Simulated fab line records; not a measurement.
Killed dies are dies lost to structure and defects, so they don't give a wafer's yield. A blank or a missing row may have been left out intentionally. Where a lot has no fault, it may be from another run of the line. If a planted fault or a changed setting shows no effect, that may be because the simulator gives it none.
fab line records | flow n5Finfet
[record] lots = 11 wafers = 32 lastDay = 17
route steps=1938 shown MIM_BOT_LITHO@1862 MIM_BOT_ETCH@1869 TV_LITHO@1885 PASSIVATION@1936
lots with no fault: from the same line, run without faults
startH: hours from the record's first day to the start of the lot's first wafer shown | waitH: hours since the lot's step before | " unchanged from the row above | L1.1+2: several wafers, shown together as one row | - either no value or no given start | * or withheld: withheld | < > ~ a bound
route shown NAME@n: NAME is a module with steps in the file, n the number in the route of the first one | usual: mean/standard deviation of fault-free wafers | same: alike in all rows | chamber/n: place in a boat | sites: readings site by site | _std_site: how widely they spread, as a standard deviation | _edge_site: outer sites' mean less inner sites' | radiusMm: for every site, how far away it sits from the centre of the wafer | mask NAME#n: copy n | behind: the most recent tool/chamber to have shaped the wafer | hold: cause of the lot's hold/its duration in hours/its outcome | device: names the non-switching transistor (n, p or np) | end of line: tests of these same wafers at the route's end | a step without rows: its recipe alone | killed: the dies lost at the first sort to structure and to defects; this is not the yield of the wafer | map: shows each die of a wafer: x if killed, . if not, _ if none is there
set.NAME: the setting as run; set.NAME@STEP: as run at that earlier step | model.NAME: the simulator's own value behind a step, which no gauge read
a sample of lots followed through the steps of the route, with each step as a table and each wafer as a row
services: when a tool's chamber went out of use (startH, in hours from the record's first day, below 0 if earlier), for how many hours, and the reason
[[steps]]
[step N5_MIM_BOT_LITHO_CD_MEAS_08]
[recipe] targetCdNm = 3000 landingEnergyEv = 500 detector = seInlens polarity = opening
[usual] cdNm = 3000.2/1.6
// columns lot.wafer tool chamber startH waitH cdNm
L573.1 cdSem-01 0 285.71 - 2999.0
L573.2 " 0 " " 3002.6
L573.5 " 0 " " 2999.1
L576.1 cdSem-03 0 310.25 - 3000.0
L576.4 " 0 " " 2999.5
L576.5 " 0 " " 3001.9
L579.3 cdSem-03 0 323.97 - 2996.6
L579.4 " 0 " " 2998.5
L579.5 " 0 " " 2995.6
L580.1 cdSem-03 0 331.31 - 2998.2
L580.2 " 0 " " 2998.1
L580.5 " 0 " " 3001.2
L582.1 cdSem-02 0 339.03 - 2997.3
L582.2 " 0 " " 3001.3
L582.6 " 0 " " 2999.3
L585.1 cdSem-02 0 354.37 - 2999.1
L585.2 " 0 " " 3001.2
L585.3 " 0 " " 2999.8
L583.1 cdSem-01 0 362.70 - 2999.8
L583.2 " 0 " " 3001.1
L583.4 " 0 " " 2999.7
L586.2 cdSem-01 0 369.45 - 2999.4
L586.6 " 0 " " 2998.9
L588.4 cdSem-03 0 378.83 - 2998.7
L588.5 " 0 " " 2998.0
L588.6 " 0 " " 3001.1
L589.1 cdSem-03 0 386.47 - 2998.4
L589.4 " 0 " " 2999.1
L589.5 " 0 " " 3001.1
L591.2 cdSem-01 0 390.85 - 3002.6
L591.3 " 0 " " 3001.6
L591.4 " 0 " " 3002.1
[step N5_MIM_BOT_ETCH_STRIP_01]
[recipe] chemistry = O2 powerW = 600 tempC = 60 pressureMtorr = 30 rfFrequencyHz = 6e+07 biasPowerW = 0 overashFraction = 0.5 o2FlowSccm = 225
[usual] drypumpMotorCurrentA = 5.7/0.56 oesProductAu = 0.79/0.065 rfVppV = 3.7/1.4 showerheadPlenumPTorr = 2.11/0.07 throttleValvePct = 16.64/0.2
// columns lot.wafer tool chamber startH waitH drypumpMotorCurrentA oesProductAu rfHoursCounterH rfVppV showerheadPlenumPTorr throttleValvePct
L573.1 rieDiel-04 1 286.30 0.1 6.6 0.72 214 3.6 2.15 16.96
L573.2 " 3 " " 5.4 0.81 98 3.2 2.21 16.55
L573.5 " 0 " " 5.8 0.87 - 4.1 2.04 16.48
L576.1 rieDiel-02 0 310.78 0.1 6.2 0.86 56 2.8 2.23 16.47
L576.4 " 0 " " 6.2 0.87 - 3.8 2.22 16.50
L576.5 " 1 " " 4.9 0.78 - 1.7 2.10 16.53
L579.3 rieDiel-02 1 324.63 0.1 4.9 0.76 140 3.7 2.10 16.59
L579.4 " 2 " " 5.5 0.84 67 5.7 2.03 16.41
L579.5 " 3 " " 4.7 0.69 - 5.7 2.06 16.80
L580.1 rieDiel-02 0 331.83 0.1 6.2 0.85 65 5.8 2.22 16.52
L580.2 " 2 " " 5.5 0.84 70 2.9 2.03 16.42
L580.5 " 2 " " 5.5 0.84 - 3.8 2.03 16.45
L582.1 rieDiel-03 1 339.61 0.2 5.7 0.82 82 4.0 2.13 16.51
L582.2 " 0 " " 6.0 0.79 130 4.9 2.19 16.70
L582.6 " 1 " " 5.7 0.84 - 0.7 2.13 16.51
L585.1 rieDiel-04 2 354.86 0.1 5.7 0.74 161 1.7 2.10 16.85
L585.2 " 3 " " 5.4 0.79 119 4.4 2.20 16.58
L585.3 " 0 " " 5.8 0.84 68 5.0 2.03 16.56
L583.1 rieDiel-04 3 363.27 0.1 5.4 0.79 122 2.9 2.20 16.57
L583.2 " 0 " " 5.8 0.85 70 4.5 2.03 16.58
L583.4 " 1 " " 6.6 0.68 238 3.9 2.14 17.03
L586.2 rieDiel-02 0 370.04 0.1 6.2 0.81 84 5.4 2.21 16.55
L586.6 " 2 " " 5.5 0.80 - 2.8 2.02 16.50
L588.4 rieDiel-03 2 379.32 0.1 5.4 0.83 75 4.7 2.04 16.48
L588.5 " 0 " " 6.0 0.79 - 2.7 2.19 16.72
L588.6 " 1 " " 5.7 0.81 - 4.5 2.12 16.47
L589.1 rieDiel-04 2 387.01 0.1 5.7 0.73 170 4.4 2.09 16.91
L589.4 " 1 " " 6.7 0.69 245 5.5 2.14 17.03
L589.5 " 3 " " 5.4 0.77 - 4.2 2.20 16.62
L591.2 rieDiel-04 0 391.32 0.1 5.8 0.83 76 4.5 2.03 16.58
L591.3 " 2 " " 5.7 0.71 171 3.0 2.09 16.90
L591.4 " 3 " " 5.4 0.78 128 3.6 2.20 16.59
[step N5_MIM_BOT_ETCH_CLEAN_05]
[recipe] chemistry = IPA timeS = 180 tempC = 25
// columns lot.wafer tool chamber startH waitH
L573.1+2+5 wetBench-01 5,7,1 286.70 0.0
L576.1+4+5 wetBench-02 7,1,6 311.21 0.0
L579.3+4+5 wetBench-02 6,4,3 325.03 0.0
L580.1+2+5 wetBench-01 2,1,0 332.23 0.0
L582.1+2+6 wetBench-01 0,7,1 340.01 0.0
L585.1+2+3 wetBench-01 6,3,7 355.26 0.0
L583.1+2+4 wetBench-03 2,1,6 363.67 0.0
L586.2+6 wetBench-03 4,1 370.47 0.0
L588.4+5+6 wetBench-03 6,5,0 379.73 0.0
L589.1+4+5 wetBench-01 1,7,2 387.41 0.0
L591.2+3+4 wetBench-02 6,0,1 391.72 0.0
[step N5_PASSIVATION_INSPECT_61]
[recipe] mode = adi inspectInstrument = macro
[usual] rawDefectCount = 2.1/1.5
// columns lot.wafer tool chamber startH waitH rawDefectCount
L573.1 defectInspect-01 - 289.81 0.0 1
L573.2 " - " " 1
L573.5 " - " " 1
L576.1 defectInspect-01 - 313.32 0.0 >300
L576.4 " - " " >300
L576.5 " - " " >300
L579.3 defectInspect-02 - 328.95 0.0 >300
L579.4 " - " " >300
L579.5 " - " " >300
L580.1 defectInspect-02 - 334.54 0.1 2
L580.2 " - " " 4
L580.5 " - " " 1
L582.1 defectInspect-02 - 340.69 0.0 2
L582.2 " - " " 3
L582.6 " - " " 4
L585.1 defectInspect-02 - 357.92 0.0 1
L585.2 " - " " 3
L585.3 " - " " 1
L583.1 defectInspect-01 - 365.03 0.0 6
L583.2 " - " " 2
L583.4 " - " " 1
L586.2 defectInspect-02 - 371.03 0.0 3
L586.6 " - " " 2
L588.4 defectInspect-01 - 380.28 0.0 0
L588.5 " - " " 3
L588.6 " - " " 0
L589.1 defectInspect-02 - 389.43 0.0 3
L589.4 " - " " 1
L589.5 " - " " 2
L591.2 defectInspect-01 - 392.68 0.0 2
L591.3 " - " " 1
L591.4 " - " " 2
[step N5_PASSIVATION_DESCUM_12]
[recipe] chemistry = O2 timeS = 7.9 sourcePowerW = 50 biasPowerW = 20 pressureMtorr = 20 rfFrequencyHz = 2.712e+07 tempC = 40 o2FlowSccm = 225
[usual] drypumpMotorCurrentA = 5.9/0.33 oesProductAu = 0.80/0.075 rfVppV = 243.1/1.5 showerheadPlenumPTorr = 2.08/0.081 throttleValvePct = 20.43/0.17
// columns lot.wafer tool chamber startH waitH drypumpMotorCurrentA oesProductAu rfHoursCounterH rfVppV showerheadPlenumPTorr throttleValvePct
L573.1 rieDiel-06 3 289.84 0.0 6.0 0.87 47 243.4 2.04 20.29
L573.2 " 0 " " 5.8 0.76 155 240.3 2.01 20.23
L573.5 " 2 " " 5.9 0.97 - 242.7 2.05 20.37
L576.1 rieDiel-06 1 313.58 0.3 6.3 0.84 69 247.0 2.22 20.39
L576.4 " 2 " " 5.9 0.93 12 242.7 2.05 20.39
L576.5 " 3 " " 6.0 0.85 - 242.5 2.03 20.32
L579.3 rieDiel-01 2 329.21 0.3 6.1 0.75 177 243.7 2.08 20.76
L579.4 " 1 " " 5.5 0.97 - 243.1 2.14 20.24
L579.5 " 2 " " 6.1 0.75 - 243.3 2.08 20.74
L580.1 rieDiel-01 2 334.59 0.0 6.1 0.74 179 243.3 2.08 20.77
L580.2 " 1 " " 5.6 0.94 15 243.9 2.14 20.26
L580.5 " 1 " " 5.6 0.95 - 244.4 2.14 20.26
L582.1 rieDiel-05 3 340.72 0.0 5.2 0.69 243 241.3 1.98 20.71
L582.2 " 2 " " 6.4 0.89 26 244.8 2.22 20.53
L582.6 " 0 " " 5.9 0.79 - 242.0 2.02 20.22
L585.1 rieDiel-06 1 358.07 0.1 6.4 0.82 84 244.6 2.21 20.41
L585.2 " 0 " " 5.8 0.74 178 241.1 2.00 20.27
L585.3 " 3 " " 6.0 0.83 70 241.2 2.03 20.32
L583.1 rieDiel-06 0 365.07 0.0 5.8 0.74 179 242.0 2.00 20.27
L583.2 " 2 " " 5.9 0.91 28 241.2 2.04 20.43
L583.4 " 3 " " 6.0 0.83 71 243.9 2.03 20.33
L586.2 rieDiel-06 1 371.08 0.0 6.3 0.82 88 243.9 2.21 20.41
L586.6 " 0 " " 5.8 0.73 - 241.7 2.00 20.25
L588.4 rieDiel-06 1 380.44 0.2 6.3 0.83 90 245.7 2.21 20.42
L588.5 " 0 " " 5.8 0.73 - 241.1 2.00 20.28
L588.6 " 1 " " 6.4 0.81 - 245.0 2.21 20.44
L589.1 rieDiel-06 3 389.47 0.0 6.0 0.83 77 242.3 2.03 20.33
L589.4 " 0 " " 5.8 0.73 186 240.7 2.00 20.28
L589.5 " 2 " " 5.9 0.88 - 242.6 2.04 20.42
L591.2 rieDiel-06 3 392.88 0.2 6.0 0.82 78 242.5 2.03 20.35
L591.3 " 0 " " 5.8 0.74 187 243.1 2.00 20.27
L591.4 " 2 " " 5.9 0.90 36 242.1 2.04 20.43
[step N5_PASSIVATION_PROBE_49]
[usual] defectLimitedYield = 91.3/1.3 killed_at_M0_to_M3 = 35/13 killed_at_M4_up = 13/5.2 killedAtContacts = 12/6.2 killedAtFrontEnd = 39/9.6 killedAtOther = 3.1/2.6 killedDies = 102/16 killedOnRim = 13/3.8 killedOpen = 68/13 killedShort = 33/6.9 sort_bin_5_function = 5.1/0.87 sort_bin_6_memory = 3.3/0.67 sortNPass = 1078/16 sortYieldPct = 91.3/1.3
[same] grossDies = 1180 killedAtBackSide = 0 sort_bin_4_leakage[%] = 0 sort_bin_8_speed[%] = 0
// columns lot.wafer tool chamber startH waitH defectLimitedYield[%] killed_at_M0_to_M3 killed_at_M4_up killedAtContacts killedAtFrontEnd killedAtOther killedDies killedOnRim killedOpen killedShort sort_bin_5_function[%] sort_bin_6_memory[%] sortNPass sortYieldPct[%]
L576.1 prober-01 - 321.95 0.0 87.3 26 19 10 30 65 150 27 56 31 7.7 3.2 1030 87.3
L576.4 prober-01 - 322.10 0.2 84.1 17 19 4 15 133 188 5 38 21 11.2 2.3 992 84.1
L576.5 prober-01 - 322.15 0.2 85.0 19 10 10 32 106 177 28 41 32 8.6 3.4 1003 85.0
L579.3 prober-01 - 335.65 0.1 85.1 29 4 11 22 110 176 25 48 28 8.8 3.1 1004 85.1
L579.4 prober-01 - 335.70 0.2 86.0 25 19 8 29 84 165 25 60 33 8.5 3.3 1015 86.0
L579.5 prober-01 - 335.75 0.2 81.7 38 13 14 36 115 216 28 77 29 11.1 4.5 964 81.7
L580.1 prober-01 - 341.81 0.0 92.2 24 14 6 45 3 92 12 52 40 4.4 3.0 1088 92.2
L580.2 prober-01 - 341.86 0.1 93.3 25 19 7 27 1 79 14 61 16 3.9 2.5 1101 93.3
L580.5 prober-01 - 342.01 0.2 92.5 18 19 9 43 0 89 11 60 28 4.2 3.2 1091 92.5
L582.1 prober-02 - 347.98 0.0 89.7 34 21 7 56 4 122 10 85 35 6.3 3.7 1058 89.7
L582.2 prober-02 - 348.03 0.1 91.4 32 8 10 51 0 101 12 65 35 5.4 3.1 1079 91.4
L582.6 prober-02 - 348.23 0.3 90.5 36 17 16 41 2 112 13 77 34 5.4 3.7 1068 90.5
// killed by level:class
L576.1 MIM_BOT_ETCH:unspecified=62 BEOL_M0_SAQP:geometricParticle:open=9 BEOL_M4:geometricParticle:open=7 MOL_CONTACT_COAG:geometricParticle:open=6 BEOL_M0_SAQP:geometricParticle:short=6 BEOL_M5:geometricParticle:open=6 BEOL_M2:geometricParticle:open=5 DUMMY_GATE:geometricParticle:open=4
L576.4 MIM_BOT_ETCH:unspecified=128 BEOL_M4:geometricParticle:open=6 FIN_SAQP:geometricParticle:open=5 BEOL_M0_SAQP:geometricParticle:open=5 MOL_CONTACT_COAG:geometricParticle:open=4 BEOL_M4:geometricParticle:short=4 FIN_SAQP:geometricParticle:short=3 BEOL_M0_SAQP:geometricParticle:short=3
L576.5 MIM_BOT_ETCH:unspecified=104 BEOL_M0_SAQP:geometricParticle:open=8 MOL_CONTACT_COAG:geometricParticle:short=6 BEOL_M0_SAQP:geometricParticle:short=5 FIN_SAQP:geometricParticle:open=4 FIN_SAQP:geometricParticle:short=4 DUMMY_GATE:geometricParticle:open=4 GATE_CUT:geometricParticle:short=4
L579.3 MIM_BOT_ETCH:unspecified=100 MOL_CONTACT_COAG:geometricParticle:open=7 BEOL_M1:geometricParticle:open=6 BEOL_M0_SAQP:geometricParticle:open=6 FIN_SAQP:geometricParticle:short=5 BEOL_M2:geometricParticle:open=5 BEOL_M3:geometricParticle:open=5 DUMMY_GATE:geometricParticle:open=4
L579.4 MIM_BOT_ETCH:unspecified=71 BEOL_M3:geometricParticle:open=8 BEOL_M4:geometricParticle:open=8 GATE_CUT:geometricParticle:short=7 MOL_CONTACT_COAG:geometricParticle:open=7 FIN_SAQP:geometricParticle:open=6 FIN_SAQP:geometricParticle:short=4 STI_FIN_REVEAL:geometricParticle:open=4
L579.5 MIM_BOT_ETCH:unspecified=110 STI_FIN_REVEAL:geometricParticle:open=18 MOL_CONTACT_COAG:geometricParticle:open=14 BEOL_M0_SAQP:geometricParticle:short=11 BEOL_M0_SAQP:geometricParticle:open=9 BEOL_M4:geometricParticle:open=8 FIN_SAQP:geometricParticle:short=5 BEOL_M1:geometricParticle:open=4
L580.1 FIN_SAQP:geometricParticle:short=13 STI_FIN_REVEAL:geometricParticle:open=11 BEOL_M4:geometricParticle:open=9 BEOL_M0_SAQP:geometricParticle:short=8 MOL_CONTACT_COAG:geometricParticle:open=5 FIN_SAQP:geometricParticle:open=4 BEOL_M0_SAQP:geometricParticle:open=4 GATE_CUT:geometricParticle:short=3
L580.2 BEOL_M2:geometricParticle:open=8 BEOL_M4:geometricParticle:open=7 MOL_CONTACT_COAG:geometricParticle:open=7 STI_FIN_REVEAL:geometricParticle:open=6 GATE_CUT:geometricParticle:short=6 BEOL_M3:geometricParticle:open=5 BEOL_M1:geometricParticle:open=5 DUMMY_GATE:geometricParticle:open=4
L580.5 STI_FIN_REVEAL:geometricParticle:open=11 MOL_CONTACT_COAG:geometricParticle:open=8 BEOL_M3:geometricParticle:open=7 BEOL_M4:geometricParticle:open=6 GATE_CUT:geometricParticle:short=6 FIN_SAQP:geometricParticle:short=5 DUMMY_GATE:geometricParticle:open=5 BEOL_M4:geometricParticle:short=5
L582.1 FIN_SAQP:geometricParticle:open=19 BEOL_M4:geometricParticle:open=14 STI_FIN_REVEAL:geometricParticle:open=13 BEOL_M0_SAQP:geometricParticle:open=11 FIN_SAQP:geometricParticle:short=10 BEOL_M3:geometricParticle:open=8 BEOL_M0_SAQP:geometricParticle:short=6 MOL_CONTACT_COAG:geometricParticle:open=5
L582.2 FIN_SAQP:geometricParticle:open=17 FIN_SAQP:geometricParticle:short=14 MOL_CONTACT_COAG:geometricParticle:open=8 BEOL_M0_SAQP:geometricParticle:open=7 BEOL_M3:geometricParticle:open=7 STI_FIN_REVEAL:geometricParticle:open=6 BEOL_M0_SAQP:geometricParticle:short=5 BEOL_M1:geometricParticle:open=5
L582.6 MOL_CONTACT_COAG:geometricParticle:open=13 FIN_SAQP:geometricParticle:open=11 FIN_SAQP:geometricParticle:short=9 BEOL_M0_SAQP:geometricParticle:open=7 STI_FIN_REVEAL:geometricParticle:open=7 BEOL_M0_SAQP:geometricParticle:short=7 BEOL_M1:geometricParticle:open=6 BEOL_M3:geometricParticle:open=6
[[services]]
// columns tool chamber startH hours kind
rieDiel-01 1 274.03 - clean
rieDiel-01 1 274.03 - consumableReplace:focusRing
rieDiel-01 1 274.03 22.8 scheduledDown
rieDiel-01 1 274.03 22.8 ventCycle
rieDiel-04 1 288.71 11.0 repair
rieDiel-04 - 298.50 2.8 pm
rieDiel-03 3 301.67 7.3 repair
rieDiel-01 3 321.09 3.5 repair
rieDiel-03 3 322.29 11.0 repair
rieDiel-04 3 340.45 5.4 repair
rieDiel-05 0 345.96 4.0 repair
rieDiel-05 3 362.77 - clean
rieDiel-05 3 362.77 - consumableReplace:focusRing
rieDiel-05 3 362.77 - consumableReplace:showerhead
rieDiel-02 3 365.02 - clean
rieDiel-02 3 365.02 - consumableReplace:focusRing
rieDiel-02 3 365.02 15.8 scheduledDown
rieDiel-02 3 365.02 15.8 ventCycle
rieDiel-02 2 375.59 1.2 repair
rieDiel-01 - 379.94 0.9 repair
rieDiel-03 3 391.01 - clean
rieDiel-03 3 391.01 - consumableReplace:focusRing
[[key]]
[firstSign] step = N5_PASSIVATION_INSPECT_61 reading = rawDefectCount direction = up sigmas = 99+ usual = 2.1 struck = >300
[effect] step = N5_PASSIVATION_PROBE_49 reading = killedAtOther direction = up sigmas = 39 usual = 3.1 struck = 102.2
[moreKillsBornAt] N5_MIM_BOT_ETCH_CLEAN_05@wetBench-02 = 575
metAt N5_MIM_BOT_ETCH_CLEAN_05
struckLots L576,L579
notActingAt N5_MIM_BOT_LITHO_CD_MEAS_08,N5_MIM_BOT_ETCH_STRIP_01,N5_PASSIVATION_DESCUM_12
[fault] kind = chamberParticleSource tool = wetBench-02 chamber = - onsetH = 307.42 steps = N5_MIM_BOT_ETCH_CLEAN_05 ratePerVisitCm2 = 0.90316 endH = 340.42
